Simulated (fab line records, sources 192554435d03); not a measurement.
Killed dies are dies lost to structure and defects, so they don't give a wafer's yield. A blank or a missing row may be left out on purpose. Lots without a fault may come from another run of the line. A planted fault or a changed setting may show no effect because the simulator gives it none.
Chamber matching | flow n5_finfet | N5_HKMG_FIN_ETCH_67 on rie_diel-04: 4 sister chambers
The step etches SOC in N2/H2, stops on TiN, target depth 388.9 nm. 4 wafers are shown with their chamber, then 9 later ones without.

WAFERS WITH THEIR CHAMBER
wafer  | chamber | showerhead_plenum_p_Torr (Torr)
L086.6 | 2       | 2.68
L088.1 | 3       | 2.41
L088.4 | 1       | 2.60
L088.5 | 0       | 2.72

WAFERS WITHOUT THEIR CHAMBER
wafer  | showerhead_plenum_p_Torr (Torr)
L090.3 | 2.68
L090.4 | 2.71
L090.6 | 2.40
L095.2 | 2.71
L095.5 | 2.71
L095.6 | 2.60
L096.4 | 2.71
L096.5 | 2.67
L096.6 | 2.60

WHICH CHAMBER EACH WENT THROUGH
wafer  | from the rows above | in truth
L090.3 | 2                   | 2
L090.4 | 0                   | 0
L090.6 | 3                   | 3
L095.2 | 0                   | 0
L095.5 | 0                   | 0
L095.6 | 1                   | 1
L096.4 | 0                   | 0
L096.5 | 2                   | 2
L096.6 | 1                   | 1
Placed correctly: 9 of 9. Can't be placed from these rows: 0. Placed wrongly: 0.
How it was worked out, from the rows above alone: a wafer's distance from a chamber is the root of the sum, over the readings, of the square of ((its reading less the chamber's mean) divided by the reading's scatter). The wafer belongs to the nearest chamber; if the next one is less than 2 further off, it can't be placed. A chamber's mean is the mean of its shown wafers. The scatter: with one shown wafer a chamber, the root of the mean of the squares of how far each hidden wafer lies from its nearest shown one.
